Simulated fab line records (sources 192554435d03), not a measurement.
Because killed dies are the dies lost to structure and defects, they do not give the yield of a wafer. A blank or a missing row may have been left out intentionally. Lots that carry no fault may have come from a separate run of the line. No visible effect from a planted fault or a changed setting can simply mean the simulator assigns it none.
Matching of chambers / flow n5 finfet / N5_BEOL_M4_STRIP_36 on rie diel-06: 4 sister chambers
The step strips in N2/H2. 8 wafers are shown with their chamber, then 11 later ones without.

## EACH WAFER AND ITS CHAMBER
wafer=L083.4; chamber=2; drypump motor current A (A)=5.6; showerhead plenum p Torr (Torr)=2.57
wafer=L083.5; chamber=3; drypump motor current A (A)=5.1; showerhead plenum p Torr (Torr)=2.48
wafer=L084.5; chamber=0; drypump motor current A (A)=6.4; showerhead plenum p Torr (Torr)=2.51
wafer=L084.6; chamber=1; drypump motor current A (A)=5.6; showerhead plenum p Torr (Torr)=2.30
wafer=L085.2; chamber=2; drypump motor current A (A)=5.6; showerhead plenum p Torr (Torr)=2.56
wafer=L085.3; chamber=0; drypump motor current A (A)=6.5; showerhead plenum p Torr (Torr)=2.51
wafer=L085.4; chamber=1; drypump motor current A (A)=5.6; showerhead plenum p Torr (Torr)=2.30
wafer=L088.3; chamber=3; drypump motor current A (A)=5.1; showerhead plenum p Torr (Torr)=2.48

## WAFERS WITHOUT THEIR CHAMBER
wafer=L088.5; drypump motor current A (A)=5.6; showerhead plenum p Torr (Torr)=2.56
wafer=L088.6; drypump motor current A (A)=5.1; showerhead plenum p Torr (Torr)=2.48
wafer=L092.4; drypump motor current A (A)=5.6; showerhead plenum p Torr (Torr)=2.56
wafer=L092.5; drypump motor current A (A)=5.6; showerhead plenum p Torr (Torr)=2.29
wafer=L092.6; drypump motor current A (A)=5.6; showerhead plenum p Torr (Torr)=2.56
wafer=L096.1; drypump motor current A (A)=5.1; showerhead plenum p Torr (Torr)=2.47
wafer=L096.2; drypump motor current A (A)=5.6; showerhead plenum p Torr (Torr)=2.55
wafer=L096.3; drypump motor current A (A)=5.6; showerhead plenum p Torr (Torr)=2.29
wafer=L096.4; drypump motor current A (A)=6.4; showerhead plenum p Torr (Torr)=2.50
wafer=L096.5; drypump motor current A (A)=5.1; showerhead plenum p Torr (Torr)=2.47
wafer=L096.6; drypump motor current A (A)=5.6; showerhead plenum p Torr (Torr)=2.55

## WHICH CHAMBER EACH ONE RAN IN
wafer=L088.5; from the rows above=2; in truth=2
wafer=L088.6; from the rows above=3; in truth=3
wafer=L092.4; from the rows above=2; in truth=2
wafer=L092.5; from the rows above=1; in truth=1
wafer=L092.6; from the rows above=2; in truth=2
wafer=L096.1; from the rows above=3; in truth=3
wafer=L096.2; from the rows above=2; in truth=2
wafer=L096.3; from the rows above=1; in truth=1
wafer=L096.4; from the rows above=0; in truth=0
wafer=L096.5; from the rows above=3; in truth=3
wafer=L096.6; from the rows above=2; in truth=2
11 of 11 placed correctly. Number that these rows cannot place: 0. Number placed wrongly: 0.
How it was worked out, from the rows above alone: a wafer's distance from a chamber is the root of the sum, over the readings, of the square of ((its reading less the chamber's mean) divided by the reading's scatter). The wafer belongs to the nearest chamber; if the next one is less than 2 further off, it can't be placed. For every chamber, the mean is computed from those of its wafers that are shown. The scatter is the square root of a quotient: the sum, over the shown wafers, of each reading's squared deviation from its chamber's mean, divided by wafers minus chambers.
